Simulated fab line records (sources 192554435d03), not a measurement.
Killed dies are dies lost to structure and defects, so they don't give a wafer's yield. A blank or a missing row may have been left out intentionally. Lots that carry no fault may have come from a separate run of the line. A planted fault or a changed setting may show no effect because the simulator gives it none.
Struck lot and sound lot, side by side -- flow n5_finfet -- 39 steps out of a route of 1938
Sound: wafers L468.2, L468.4, L468.6. Wafers L466.3, L466.4, L466.6 were the ones struck. The cause is given at the end.
Order at every step that has rows: each side's tool, ch and its chambers, its first start. Under that, the readings that differ: sound wafers -- struck wafers -- difference of the means -- sigmas: that difference in standard deviations of wafers without a fault.
alike: readings whose means differ by less than 2 such deviations, and words and numbers that are the same on both sides. not compared: withheld readings, readings that some wafer has no value for, bounds like >300 that may hide the same value, and numbers for which the record gives no deviation and whose values overlap.
Wherever a step has rows on one side only, a row that says differs or no value, or a row with sigmas, the two part there. Numbers that have no deviation but don't overlap get no sigmas and don't part them. A reading that every wafer of one side lacks parts them only if that side has two wafers or more.

first, 9 steps without rows for these wafers: N5_BEOL_M4_ANNEAL_95 (time 240 s); N5_BEOL_M4_SPUTTER_96 (material Cu, target thk 4.5 nm, time 8.29 s); N5_BEOL_M4_ECD_50 (material Cu, target thk 300 nm); N5_BEOL_M4_ANNEAL_51 (time 90 s); N5_BEOL_M4_CMP_52 (polishes, stops on SiOC, t overpolish 6.8 s, target thk 40 nm); N5_BEOL_M4_PRE_CLEAN_60 (time 15 s); N5_BEOL_M4_CO_CAP_55 (material Co, precursor CCTBA/H2, target thk 2 nm, time 102.1 s); N5_BEOL_M4_PRE_CLEAN_56 (time 15 s); N5_BEOL_M4_DEP_57 (deposits SiCN from 3MS/NH3, target thk 8 nm, time 14 s).
N5_BEOL_M4_RC_MEAS_101:
  sound on prober-01 ch 0, day 13 19:48; struck on prober-01 ch 0, day 12 14:14
  alike: DIBL_N, DIBL_P, IOFF_N, IOFF_P, ION_N, ION_P, SS_N, SS_P, VT_N, VT_P
then, 24 steps without rows for these wafers: N5_BEOL_M5_ILD_DEP_00 (deposits SiCOH lowk from DEMS/porogen, target thk 140.64 nm, time 25.9 s); N5_BEOL_M5_CURE_79 (cures SiCOH lowk, time 240 s); N5_BEOL_M5_PECVD_70 (deposits SiO2 from TEOS/O2, target thk 16 nm, time 18 s); N5_BEOL_M5_HM_DEP_02 (deposits TiN, target thk 20 nm); N5_BEOL_M5_COAT_59 (time 60 s, resist thk 60 nm); N5_BEOL_M5_COAT_60 (time 60 s, resist thk 12 nm); N5_BEOL_M5_COAT_71 (time 60 s, resist thk 5 nm); N5_BEOL_M5_COAT_05 (resist thk 30 nm); N5_BEOL_M5_EBR_07; N5_BEOL_M5_SOFTBAKE_06 (time 60 s); N5_BEOL_M5_EXPOSE_08 (exposes mask M5, target cd 28 nm); N5_BEOL_M5_PEB_09 (peb time 60 s); N5_BEOL_M5_DEVELOP_10 (develop time 30 s); N5_BEOL_M5_DESCUM_16 (chemistry O2, time 7 s); N5_BEOL_M5_ETCH_72 (etches underlayer in N2/H2, target depth 6.5 nm, time 5.2 s); N5_BEOL_M5_ETCH_61 (etches SiARC in CF4, target depth 15.6 nm, time 26 s); N5_BEOL_M5_ETCH_62 (etches SOC in N2/H2, target depth 75 nm, overetch 15 nm, time 112.5 s); N5_BEOL_M5_STRIP_63 (strips in N2/H2); N5_BEOL_M5_STRIP_73 (strips in N2/H2); N5_BEOL_M5_STRIP_64 (strips in CF4); N5_BEOL_M5_HM_OPEN_17 (chemistry Cl2/BCl3, target TiN, target depth 20 nm, overetch 6 nm); N5_BEOL_M5_STRIP_19 (strips in O2); N5_BEOL_M5_COAT_65 (time 60 s, resist thk 60 nm); N5_BEOL_M5_COAT_66 (time 60 s, resist thk 12 nm).
N5_BEOL_M5_EXPOSE_25: exposes mask V4, defocus 10 nm.
  sound on euv_scanner-01 ch 0, day 13 23:11; struck on euv_scanner-02 ch 0, day 12 19:41
reading,sound,struck,difference,sigmas
exposure_dose_mJ_cm2,52.73 52.75 52.78,46.92 46.89 46.84,-5.87,-89
  alike: mask
N5_BEOL_M5_CD_MEAS_28: target cd 30.6 nm, target cd y 20 nm.
  sound on cd_sem-01 ch 0, day 13 23:20; struck on cd_sem-03 ch 0, day 12 19:49
reading,sound,struck,difference,sigmas
cd_nm (nm),30.57 30.75 30.48,27.70 27.59 27.43,-3.03,-14
N5_BEOL_M5_ETCH_75: etches underlayer in N2/H2, target depth 6.5 nm, time 5.2 s.
  sound on rie_diel-02 ch 0,2, day 13 23:29; struck on rie_diel-01 ch 0,1,2, day 12 20:11
reading,sound,struck,difference,sigmas
model.BEOL_M5.cd_nm (nm),28.6 28.4 27.8,24.8 24.8 25,-3.4,
  alike: chamber_pressure_mTorr, drypump_motor_current_A, etch_rf_on_time_s, oes_product_au, rf_vpp_V, showerhead_plenum_p_Torr, throttle_valve_pct
  not compared: rf_hours_counter_h
N5_BEOL_M5_VIA_ETCH_34: etches SiCOH lowk in C4F6/O2, target depth 88.3 nm, time 39.2 s.
  sound on rie_diel-02 ch 0,2, day 13 23:38; struck on rie_diel-01 ch 0,1,2, day 12 20:20
reading,sound,struck,difference,sigmas
model.BEOL_M5.cd_nm (nm),28.4 28.2 28,24.8 25 25.2,-3.2,
  alike: chamber_pressure_mTorr, drypump_motor_current_A, oes_product_au, rf_vpp_V, showerhead_plenum_p_Torr, throttle_valve_pct
  not compared: rf_hours_counter_h
-- a jump in the record: the struck wafers' starts before and after are 4 days apart (it breaks off in module BEOL_M5 and resumes in module PASSIVATION, where the first step shown is number 1936 of the route) --
N5_PASSIVATION_PROBE_49:
  the record has rows for the struck wafers here (prober-02, day 16 16:49) and none for the sound ones

## WHERE THEY PART
First at N5_BEOL_M5_EXPOSE_25; last, within this record, at N5_PASSIVATION_PROBE_49.

WHY: whatever the simulator had introduced
Process parameters drifting: euv_scanner-02 at N5_BEOL_M5_EXPOSE_25, beginning at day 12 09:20. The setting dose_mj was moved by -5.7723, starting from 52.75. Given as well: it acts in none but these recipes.
